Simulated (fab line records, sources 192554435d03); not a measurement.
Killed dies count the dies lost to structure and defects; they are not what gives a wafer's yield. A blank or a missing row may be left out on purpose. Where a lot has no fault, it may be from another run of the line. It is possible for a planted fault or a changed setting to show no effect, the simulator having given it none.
fab line records | flow n5_finfet
record: lots: 11 | wafers: 33 | last_day: 18
route steps=1938 shown GATE_CUT@467 PASS1_CAP@1873 PAD_METAL@1895 PASSIVATION@1908
lots with no fault: from the same line, run without faults
start_h: the number of hours between the record's first day and the start of the first shown wafer of the lot | wait_h: hours since the lot's step before | " repeats the value in the row above | L1.1+2: one row covering several wafers at once | - no value present, or no start provided | * or withheld: withheld | < > ~ a bound
route shown NAME@n: names a module that has steps shown in the file, with the first one's number in the route | usual: mean and standard deviation over wafers with no fault | same: alike in all rows | chamber/n: place in a boat | sites: readings site by site | _std_site: their standard deviation | _edge_site: outer sites' mean less inner sites' | radius_mm: for every site, how far away it sits from the centre of the wafer | mask NAME#n: copy n | behind: the most recent tool/chamber to have shaped the wafer | hold: reason for holding the lot/hours on hold/outcome of the hold | device: whichever transistor did not switch (one of n, p or np) | end of line: the same wafers' tests at the end of the route | step lacking rows: just its recipe | killed: dies lost to structure and defects at the first sort, not the wafer's yield | map: per-die view of a wafer (x killed, . not killed, _ where there is no die)
set.NAME: the setting the step ran with; set.NAME@STEP: the setting that earlier step ran with | model.NAME: the simulator's own value behind a step, which no gauge read
steps of the route over a sample of lots; a table a step, a row a wafer
services: the hour from which a tool's chamber was out of use, counted from the record's first day as start_h (under 0 if before that day), plus the number of hours and why
== steps ==
step: N5_GATE_CUT_ETCHBACK_30
recipe: chemistry: Cl2/Ar | target: TiN | target_depth_a: 30 | mode: isotropic | pressure_mtorr: 10 | icp_w: 600 | bias_w: 60 | Cl2_flow_sccm: 40 | Ar_flow_sccm: 60
usual: drypump_motor_current_A: 5.8/0.42 | he_backside_leak_sccm: 3.37/0.23 | oes_product_au: 0.72/0.11 | throttle_valve_pct: 20.79/0.18
lot.wafer | tool         | chamber | start_h | wait_h | drypump_motor_current_A | he_backside_leak_sccm | oes_product_au | rf_hours_counter_h | throttle_valve_pct
L128.1    | rie_metal-03 | 0       | 86.72   | 0.1    | 6.2                     | 2.86                  | 0.81           | 31                 | 20.92
L128.5    | "            | 1       | "       | "      | 5.7                     | 3.26                  | 0.58           | -                  | 21.34
L128.6    | "            | 0       | "       | "      | 6.2                     | 3.05                  | 0.80           | -                  | 20.94
L129.1    | rie_metal-01 | 1       | 93.25   | 0.1    | 6.3                     | 3.44                  | 0.69           | 91                 | 20.79
L129.3    | "            | 0       | "       | "      | 5.3                     | 3.53                  | 0.61           | -                  | 20.55
L129.5    | "            | 1       | "       | "      | 6.3                     | 3.43                  | 0.69           | -                  | 20.82
L130.2    | rie_metal-01 | 1       | 98.06   | 0.1    | 6.3                     | 3.60                  | 0.68           | 91                 | 20.79
L130.5    | "            | 1       | "       | "      | 6.3                     | 3.57                  | 0.69           | -                  | 20.78
L130.6    | "            | 0       | "       | "      | 5.3                     | 3.39                  | 0.62           | -                  | 20.55
L131.3    | rie_metal-01 | 0       | 105.93  | 0.0    | 5.4                     | 3.50                  | 0.61           | -                  | 20.57
L131.5    | "            | 1       | "       | "      | 6.3                     | 3.41                  | 0.68           | -                  | 20.79
L131.6    | "            | 0       | "       | "      | 5.3                     | 3.45                  | 0.61           | -                  | 20.56
L133.2    | rie_metal-01 | 0       | 122.12  | 0.1    | 5.3                     | 3.52                  | 0.61           | 125                | 20.56
L133.3    | "            | 1       | "       | "      | 6.3                     | 3.58                  | 0.67           | -                  | 20.80
L133.6    | "            | 0       | "       | "      | 5.3                     | 3.50                  | 0.61           | -                  | 20.55
L135.1    | rie_metal-01 | 0       | 130.09  | 0.1    | 5.3                     | 3.45                  | 0.60           | 126                | 20.58
L135.2    | "            | 1       | "       | "      | 6.3                     | 3.66                  | 0.67           | 94                 | 20.80
L135.5    | "            | 0       | "       | "      | 5.3                     | 3.40                  | 0.61           | -                  | 20.56
L137.1    | rie_metal-01 | 1       | 145.21  | 0.1    | 6.3                     | 3.52                  | 0.67           | 96                 | 20.81
L137.5    | "            | 0       | "       | "      | 5.3                     | 3.45                  | 0.61           | -                  | 20.58
L137.6    | "            | 1       | "       | "      | 6.3                     | 3.63                  | 0.67           | -                  | 20.81
L146.1    | rie_metal-02 | 1       | 198.67  | 0.1    | 5.3                     | 3.14                  | 0.85           | 18                 | 20.98
L146.4    | "            | 1       | "       | "      | 5.3                     | 2.88                  | 0.84           | -                  | 20.98
L146.5    | "            | 0       | "       | "      | 5.8                     | 3.46                  | 0.70           | -                  | 20.63
L147.2    | rie_metal-03 | 1       | 203.43  | 0.1    | 5.7                     | 3.38                  | 0.94           | -                  | 20.85
L147.4    | "            | 1       | "       | "      | 5.7                     | 3.44                  | 0.94           | -                  | 20.85
L147.5    | "            | 1       | "       | "      | 5.7                     | 3.46                  | 0.93           | -                  | 20.87
L149.2    | rie_metal-02 | 1       | 215.82  | 0.1    | 5.2                     | 3.04                  | 0.83           | 19                 | 20.97
L149.3    | "            | 1       | "       | "      | 5.2                     | 3.04                  | 0.84           | -                  | 20.99
L149.6    | "            | 0       | "       | "      | 5.8                     | 3.06                  | 0.69           | -                  | 20.65
L150.1    | rie_metal-01 | 1       | 221.53  | 0.1    | 6.3                     | 3.44                  | 0.66           | 103                | 20.84
L150.5    | "            | 1       | "       | "      | 6.3                     | 3.46                  | 0.67           | -                  | 20.83
L150.6    | "            | 1       | "       | "      | 6.3                     | 3.41                  | 0.65           | -                  | 20.83
step: N5_PASSIVATION_PECVD_55
recipe: material: SiO2 | target_thk_a: 4000 | temp_c: 400 | precursor: SiH4/N2O | pressure_torr: 2.7 | rf_w: 608 | time_s: 22.5
usual: heater_power_w: 674/64 | showerhead_plenum_p_Torr: 8.19/0.096 | showerhead_vpp_V: 1564/69 | throttle_valve_pct: 53/4.6
lot.wafer | tool     | chamber | start_h | wait_h | heater_power_w | showerhead_plenum_p_Torr | showerhead_vpp_V | since_wet_clean_h | throttle_valve_pct
L129.1    | pecvd-02 | 0       | 278.20  | 0.0    | 611            | 8.06                     | 1695             | 1163              | 57
L129.3    | "        | 2       | "       | "      | 690            | 8.26                     | 1562             | 409               | 53
L129.5    | "        | 0       | "       | "      | 648            | 8.06                     | 1715             | -                 | 57
L128.1    | pecvd-04 | 0       | 278.37  | 0.0    | 729            | 8.15                     | 1612             | 982               | 65
L128.5    | "        | 1       | "       | "      | 574            | 8.16                     | 1603             | -                 | 52
L128.6    | "        | 0       | "       | "      | 585            | 8.15                     | 1593             | -                 | 65
L130.2    | pecvd-04 | 2       | 278.90  | 0.0    | 728            | 8.02                     | 1462             | 229               | 48
L130.5    | "        | 0       | "       | "      | 666            | 8.15                     | 1582             | -                 | 65
L130.6    | "        | 1       | "       | "      | 558            | 8.16                     | 1645             | -                 | 52
L131.3    | pecvd-02 | 0       | 297.93  | 0.0    | 730            | 8.06                     | 1700             | 1183              | 57
L131.5    | "        | 0       | "       | "      | 591            | 8.07                     | 1723             | -                 | 57
L131.6    | "        | 1       | "       | "      | 732            | 8.27                     | 1557             | -                 | 52
L133.2    | pecvd-04 | 2       | 314.35  | 0.0    | 716            | 7.99                     | 1418             | 264               | 48
L133.3    | "        | 0       | "       | "      | 664            | 8.12                     | 1591             | 1018              | 65
L133.6    | "        | 1       | "       | "      | 680            | 8.16                     | 1617             | -                 | 52
L135.1    | pecvd-03 | 0       | 321.14  | 0.0    | 584            | 8.24                     | 1511             | 1388              | 50
L135.2    | "        | 1       | "       | "      | 566            | 8.33                     | 1556             | 2113              | 55
L135.5    | "        | 0       | "       | "      | 614            | 8.24                     | 1549             | -                 | 50
L137.1    | pecvd-02 | 2       | 328.88  | 0.0    | 612            | 8.26                     | 1527             | 460               | 53
L137.5    | "        | 2       | "       | "      | 657            | 8.26                     | 1571             | -                 | 53
L137.6    | "        | 1       | "       | "      | 789            | 8.27                     | 1580             | -                 | 52
L147.2    | pecvd-03 | 0       | 396.94  | 0.0    | 661            | 8.25                     | 1563             | 1463              | 50
L147.4    | "        | 0       | "       | "      | 677            | 8.24                     | 1527             | -                 | 50
L147.5    | "        | 2       | "       | "      | 740            | 8.13                     | 1527             | -                 | 51
L146.1    | pecvd-03 | 0       | 408.62  | 0.0    | 707            | 8.24                     | 1554             | 1475              | 50
L146.4    | "        | 0       | "       | "      | 563            | 8.26                     | 1547             | -                 | 50
L146.5    | "        | 2       | "       | "      | 774            | 8.15                     | 1502             | -                 | 51
L149.2    | pecvd-02 | 0       | 415.46  | 0.0    | 713            | 8.08                     | 1711             | 63                | 47
L149.3    | "        | 1       | "       | "      | 796            | 8.28                     | 1579             | 2026              | 52
L149.6    | "        | 2       | "       | "      | 618            | 8.27                     | 1568             | -                 | 54
L150.1    | pecvd-04 | 0       | 430.84  | 0.0    | 641            | 8.15                     | 1550             | 1135              | 65
L150.5    | "        | 0       | "       | "      | 661            | 8.13                     | 1560             | -                 | 65
L150.6    | "        | 1       | "       | "      | 623            | 8.15                     | 1609             | -                 | 53
step: N5_PASSIVATION_SPUTTER_20
recipe: material: TaN | target_thk_a: 500 | temp_c: 25 | chamber_pressure_pa: 0.4
usual: substrate_temp_c: 25.03/0.11 | throttle_valve_pct: 30.3/0.98
lot.wafer | tool           | chamber | start_h | wait_h | substrate_temp_c | throttle_valve_pct
L129.1    | pvd_sputter-03 | -       | 281.86  | 0.0    | 24.92            | 32.0
L129.3    | "              | -       | "       | "      | 24.99            | 30.1
L129.5    | "              | -       | "       | "      | 25.08            | 30.1
L130.2    | pvd_sputter-01 | -       | 281.86  | 0.0    | 25.09            | 29.8
L130.5    | "              | -       | "       | "      | 25.11            | 30.8
L130.6    | "              | -       | "       | "      | 25.03            | 30.0
L128.1    | pvd_sputter-03 | -       | 283.00  | 0.0    | 24.98            | 29.2
L128.5    | "              | -       | "       | "      | 25.12            | 29.3
L128.6    | "              | -       | "       | "      | 25.27            | 29.5
L131.3    | pvd_sputter-01 | -       | 301.66  | 0.0    | 25.01            | 30.7
L131.5    | "              | -       | "       | "      | 25.00            | 30.6
L131.6    | "              | -       | "       | "      | 25.01            | 30.0
L133.2    | pvd_sputter-02 | -       | 318.03  | 0.0    | 24.97            | 29.4
L133.3    | "              | -       | "       | "      | 24.98            | 29.5
L133.6    | "              | -       | "       | "      | 25.04            | 28.8
L135.1    | pvd_sputter-03 | -       | 322.65  | 0.0    | 25.19            | 31.8
L135.2    | "              | -       | "       | "      | 25.06            | 29.5
L135.5    | "              | -       | "       | "      | 25.15            | 31.8
L137.1    | pvd_sputter-03 | -       | 331.11  | 0.0    | 25.06            | 32.0
L137.5    | "              | -       | "       | "      | 24.98            | 30.1
L137.6    | "              | -       | "       | "      | 25.11            | 29.5
L147.2    | pvd_sputter-03 | -       | 399.14  | 0.0    | 25.00            | 30.2
L147.4    | "              | -       | "       | "      | 24.94            | 29.5
L147.5    | "              | -       | "       | "      | 25.18            | 30.2
L146.1    | pvd_sputter-01 | -       | 412.14  | 0.0    | 25.15            | 30.9
L146.4    | "              | -       | "       | "      | 24.92            | 30.8
L146.5    | "              | -       | "       | "      | 25.18            | 31.8
L149.2    | pvd_sputter-03 | -       | 417.16  | 0.0    | 24.91            | 30.0
L149.3    | "              | -       | "       | "      | 25.08            | 29.3
L149.6    | "              | -       | "       | "      | 25.00            | 30.3
L150.1    | pvd_sputter-01 | -       | 432.89  | 0.0    | 25.12            | 30.1
L150.5    | "              | -       | "       | "      | 25.09            | 29.9
L150.6    | "              | -       | "       | "      | 24.86            | 30.7
step: N5_PASSIVATION_DESCUM_32
recipe: chemistry: O2 | time_s: 7.9 | source_power_w: 50 | bias_power_w: 20 | pressure_mtorr: 20 | rf_frequency_hz: 2.712e+07 | temp_c: 40 | o2_flow_sccm: 225
usual: drypump_motor_current_A: 5.7/0.52 | oes_product_au: 0.83/0.072 | rf_vpp_V: 243.4/1.5 | showerhead_plenum_p_Torr: 2.11/0.086 | throttle_valve_pct: 20.30/0.27
lot.wafer | tool        | chamber | start_h | wait_h | drypump_motor_current_A | oes_product_au | rf_hours_counter_h | rf_vpp_V | showerhead_plenum_p_Torr | throttle_valve_pct
L129.1    | rie_diel-06 | 2       | 282.64  | 0.0    | 5.5                     | 0.83           | 92                 | 243.4    | 2.11                     | 20.73
L129.3    | "           | 0       | "       | "      | 5.5                     | 0.90           | 39                 | 244.7    | 2.23                     | 20.36
L129.5    | "           | 0       | "       | "      | 5.5                     | 0.91           | -                  | 245.3    | 2.23                     | 20.35
L130.2    | rie_diel-02 | 0       | 282.80  | 0.0    | 5.6                     | 0.69           | 223                | 242.3    | 1.98                     | 20.56
L130.5    | "           | 2       | "       | "      | 5.4                     | 0.88           | -                  | 244.2    | 2.23                     | 20.39
L130.6    | "           | 0       | "       | "      | 5.6                     | 0.68           | -                  | 242.3    | 1.98                     | 20.56
L128.1    | rie_diel-01 | 2       | 283.78  | 0.0    | 5.1                     | 0.89           | 36                 | 242.5    | 2.05                     | 19.97
L128.5    | "           | 0       | "       | "      | 6.0                     | 0.75           | -                  | 241.6    | 2.07                     | 20.32
L128.6    | "           | 3       | "       | "      | 6.1                     | 0.86           | -                  | 242.6    | 2.06                     | 20.58
L131.3    | rie_diel-01 | 2       | 302.45  | 0.2    | 5.1                     | 0.89           | 44                 | 242.7    | 2.05                     | 19.98
L131.5    | "           | 1       | "       | "      | 6.7                     | 0.86           | -                  | 241.6    | 2.04                     | 20.50
L131.6    | "           | 0       | "       | "      | 6.0                     | 0.75           | -                  | 242.4    | 2.07                     | 20.33
L133.2    | rie_diel-02 | 1       | 318.69  | 0.0    | 5.4                     | 0.90           | 24                 | 243.8    | 2.22                     | 20.17
L133.3    | "           | 2       | "       | "      | 5.4                     | 0.85           | 63                 | 244.2    | 2.22                     | 20.42
L133.6    | "           | 1       | "       | "      | 5.4                     | 0.91           | -                  | 245.0    | 2.22                     | 20.17
L135.1    | rie_diel-06 | 1       | 323.31  | 0.0    | 4.9                     | 0.76           | 169                | 243.1    | 2.09                     | 20.28
L135.2    | "           | 3       | "       | "      | 5.3                     | 0.84           | 66                 | 241.5    | 2.04                     | 20.14
L135.5    | "           | 3       | "       | "      | 5.3                     | 0.83           | -                  | 243.6    | 2.04                     | 20.14
L137.1    | rie_diel-06 | 0       | 332.02  | 0.1    | 5.6                     | 0.87           | 54                 | 245.2    | 2.23                     | 20.37
L137.5    | "           | 2       | "       | "      | 5.5                     | 0.79           | -                  | 244.2    | 2.11                     | 20.74
L137.6    | "           | 3       | "       | "      | 5.3                     | 0.85           | -                  | 242.2    | 2.04                     | 20.13
L147.2    | rie_diel-02 | 0       | 399.92  | 0.0    | 5.6                     | 0.92           | 10                 | 245.5    | 2.23                     | 20.27
L147.4    | "           | 1       | "       | "      | 5.4                     | 0.85           | 53                 | 245.5    | 2.21                     | 20.18
L147.5    | "           | 0       | "       | "      | 5.6                     | 0.92           | -                  | 246.0    | 2.23                     | 20.28
L146.1    | rie_diel-06 | 3       | 413.15  | 0.3    | 5.3                     | 0.80           | 99                 | 241.5    | 2.03                     | 20.19
L146.4    | "           | 0       | "       | "      | 5.5                     | 0.82           | 84                 | 244.4    | 2.21                     | 20.41
L146.5    | "           | 1       | "       | "      | 4.9                     | 0.73           | -                  | 243.8    | 2.08                     | 20.32
L149.2    | rie_diel-02 | 3       | 417.83  | 0.0    | 6.5                     | 0.90           | 34                 | 243.8    | 2.20                     | 19.74
L149.3    | "           | 1       | "       | "      | 5.4                     | 0.86           | 59                 | 245.0    | 2.21                     | 20.20
L149.6    | "           | 3       | "       | "      | 6.5                     | 0.90           | -                  | 244.2    | 2.20                     | 19.77
L150.1    | rie_diel-01 | 3       | 433.68  | 0.0    | 6.0                     | 0.79           | 105                | 243.1    | 2.04                     | 20.66
L150.5    | "           | 0       | "       | "      | 6.0                     | 0.70           | -                  | 243.0    | 2.05                     | 20.41
L150.6    | "           | 3       | "       | "      | 6.1                     | 0.79           | -                  | 241.2    | 2.04                     | 20.67
step: N5_PASSIVATION_PROBE_49
usual: defect_limited_yield: 91.4/1.3 | killed_at_M0_to_M3: 34/10 | killed_at_M4_up: 14/5.6 | killed_at_contacts: 13/5.9 | killed_at_front_end: 37/9.9 | killed_at_other: 3.5/2.8 | killed_dies: 101/15 | killed_open: 67/12 | killed_short: 32/6.6 | sort_bin_5_function: 5.0/0.81 | sort_bin_6_memory: 3.2/0.66 | sort_n_pass: 1079/15 | sort_yield_pct: 91.4/1.3
same: gross_dies: 1180 | killed_at_back_side: 0 | sort_bin_4_leakage[%]: 0 | sort_bin_8_speed[%]: 0
lot.wafer | tool      | chamber | start_h | wait_h | defect_limited_yield[%] | killed_at_M0_to_M3 | killed_at_M4_up | killed_at_contacts | killed_at_front_end | killed_at_other | killed_dies | killed_open | killed_short | sort_bin_5_function[%] | sort_bin_6_memory[%] | sort_n_pass | sort_yield_pct[%]
L129.1    | prober-01 | -       | 287.90  | 0.0    | 92.3                    | 24                 | 15              | 14                 | 30                  | 8               | 91          | 56          | 34           | 4.7                    | 2.6                  | 1089        | 92.3
L129.3    | prober-01 | -       | 288.00  | 0.1    | 89.7                    | 46                 | 12              | 32                 | 30                  | 2               | 122         | 87          | 35           | 4.9                    | 4.7                  | 1058        | 89.7
L129.5    | prober-01 | -       | 288.10  | 0.2    | 91.5                    | 31                 | 11              | 22                 | 30                  | 6               | 100         | 71          | 28           | 5.5                    | 2.7                  | 1080        | 91.5
L135.1    | prober-01 | -       | 328.61  | 0.0    | 83.6                    | 14                 | 9               | 3                  | 166                 | 1               | 193         | 34          | 15           | 10.1                   | 2.7                  | 987         | 83.6
L135.2    | prober-01 | -       | 328.66  | 0.1    | 87.7                    | 25                 | 11              | 9                  | 95                  | 5               | 145         | 54          | 37           | 6.6                    | 3.7                  | 1035        | 87.7
L135.5    | prober-01 | -       | 328.81  | 0.2    | 81.2                    | 14                 | 11              | 6                  | 187                 | 4               | 222         | 53          | 19           | 11.9                   | 4.1                  | 958         | 81.2
L137.1    | prober-02 | -       | 337.09  | 0.0    | 87.5                    | 44                 | 8               | 10                 | 83                  | 3               | 148         | 67          | 27           | 7.5                    | 3.3                  | 1032        | 87.5
L137.5    | prober-02 | -       | 337.29  | 0.2    | 79.9                    | 37                 | 14              | 3                  | 182                 | 1               | 237         | 68          | 29           | 11.9                   | 4.6                  | 943         | 79.9
L137.6    | prober-02 | -       | 337.34  | 0.3    | 84.9                    | 56                 | 10              | 11                 | 96                  | 5               | 178         | 81          | 41           | 8.8                    | 4.4                  | 1002        | 84.9
killed by level:class
L129.1 MOL_CONTACT_COAG:geometric_particle:open=11 BEOL_M0_SAQP:geometric_particle:open=9 STARTING-WAFER:geometric_particle:short=6 BEOL_M0_SAQP:geometric_particle:short=5 BEOL_M3:geometric_particle:open=5 DUMMY_GATE:geometric_particle:open=4 BEOL_M6:geometric_particle:open=4 PASS1_CAP:geometric_particle:short=4
L129.3 MOL_CONTACT_COAG:geometric_particle:open=24 BEOL_M3:geometric_particle:open=14 FIN_SAQP:geometric_particle:short=10 BEOL_M0_SAQP:geometric_particle:open=10 MOL_CONTACT_COAG:geometric_particle:short=8 BEOL_M2:geometric_particle:open=8 GATE_CUT:geometric_particle:open=5 BEOL_M0_SAQP:geometric_particle:short=5
L129.5 MOL_CONTACT_COAG:geometric_particle:open=18 BEOL_M2:geometric_particle:open=11 BEOL_M3:geometric_particle:open=7 BEOL_M0_SAQP:geometric_particle:open=6 BEOL_M0_SAQP:geometric_particle:short=5 FIN_SAQP:geometric_particle:open=4 FIN_SAQP:geometric_particle:short=4 STI_FIN_REVEAL:geometric_particle:short=4
L135.1 GATE_CUT:unspecified=144 FIN_SAQP:geometric_particle:open=9 BEOL_M2:geometric_particle:open=5 BEOL_M4:geometric_particle:open=4 GATE_CUT:geometric_particle:short=4 STI_FIN_REVEAL:geometric_particle:open=3 MOL_CONTACT_COAG:geometric_particle:open=3 BEOL_M0_SAQP:geometric_particle:short=3
L135.2 GATE_CUT:unspecified=53 FIN_SAQP:geometric_particle:open=19 FIN_SAQP:geometric_particle:short=10 MOL_CONTACT_COAG:geometric_particle:open=6 BEOL_M0_SAQP:geometric_particle:short=6 BEOL_M4:geometric_particle:open=6 DUMMY_GATE:geometric_particle:open=5 BEOL_M2:geometric_particle:open=5
L135.5 GATE_CUT:unspecified=150 FIN_SAQP:geometric_particle:open=18 FIN_SAQP:geometric_particle:short=10 BEOL_M5:geometric_particle:open=6 MOL_CONTACT_COAG:geometric_particle:open=4 BEOL_M1:geometric_particle:open=4 STARTING-WAFER:geometric_particle:short=3 BEOL_M0_SAQP:geometric_particle:open=3
L137.1 GATE_CUT:unspecified=54 BEOL_M0_SAQP:geometric_particle:open=9 MOL_CONTACT_COAG:geometric_particle:open=8 BEOL_M2:geometric_particle:open=8 STI_FIN_REVEAL:geometric_particle:open=7 BEOL_M3:geometric_particle:open=7 BEOL_M0_SAQP:geometric_particle:short=6 BEOL_M1:geometric_particle:open=6
L137.5 GATE_CUT:unspecified=140 BEOL_M2:geometric_particle:open=13 STI_FIN_REVEAL:geometric_particle:open=9 FIN_SAQP:geometric_particle:open=6 BEOL_M4:geometric_particle:open=6 BEOL_M0_SAQP:geometric_particle:short=5 BEOL_M3:geometric_particle:open=5 BEOL_M5:geometric_particle:open=4
L137.6 GATE_CUT:unspecified=56 BEOL_M0_SAQP:geometric_particle:short=14 BEOL_M0_SAQP:geometric_particle:open=12 BEOL_M1:geometric_particle:open=11 MOL_CONTACT_COAG:geometric_particle:open=9 DUMMY_GATE:geometric_particle:open=8 BEOL_M2:geometric_particle:open=7 BEOL_M4:geometric_particle:open=7
== services ==
tool           | chamber | start_h | hours | kind
rie_diel-02    | -       | 96.68   | 28.1  | pm
pvd_sputter-01 | -       | 99.50   | 4.9   | repair
pecvd-03       | -       | 99.55   | 2.8   | pm
rie_diel-01    | -       | 105.62  | 2.8   | pm
pecvd-04       | -       | 116.67  | 4.2   | repair
rie_diel-02    | 3       | 126.12  | 3.5   | repair
rie_diel-02    | 3       | 143.67  | 19.0  | repair
pecvd-04       | 0       | 185.10  | 15.7  | repair
pecvd-02       | -       | 193.63  | 1.1   | repair
pecvd-03       | -       | 200.41  | 0.4   | repair
rie_diel-02    | 1       | 209.60  | 1.2   | repair
rie_diel-06    | 2       | 212.80  | 6.6   | repair
pecvd-03       | 0       | 214.70  | 6.0   | repair
pecvd-02       | 2       | 227.03  | 2.5   | repair
pecvd-04       | -       | 229.60  | 7.4   | repair
rie_diel-01    | 0       | 231.78  | 6.0   | repair
rie_diel-02    | 0       | 262.90  | 4.5   | repair
pecvd-03       | -       | 309.27  | 0.5   | repair
pecvd-04       | -       | 319.34  | 11.9  | repair
rie_diel-06    | 0       | 323.70  | 2.2   | repair
pecvd-02       | -       | 326.81  | 1.8   | repair
pecvd-03       | -       | 358.62  | 2.8   | repair
rie_metal-01   | -       | 365.07  | 14.6  | pm
pecvd-03       | -       | 412.91  | 5.5   | pm
== key ==
first_sign: step: N5_PASSIVATION_PROBE_49 | reading: killed_at_front_end | direction: up | sigmas: 9.9 | usual: 37 | struck: 135
effect: step: N5_PASSIVATION_PROBE_49 | reading: defect_limited_yield | direction: down | sigmas: 5.7 | usual: 91.4 | struck: 84.1
more_kills_born_at: N5_GATE_CUT_ETCHBACK_30@rie_metal-01: 597
met_at N5_GATE_CUT_ETCHBACK_30
struck_lots L135,L137
not_acting_at N5_PASSIVATION_PECVD_55,N5_PASSIVATION_SPUTTER_20,N5_PASSIVATION_DESCUM_32
onset_between 122.12 130.09
fault: kind: chamber_particle_source | tool: rie_metal-01 | chamber: - | onset_h: 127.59 | steps: N5_GATE_CUT_ETCHBACK_30 | rate_per_visit_cm2: 1.5148 | end_h: 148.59
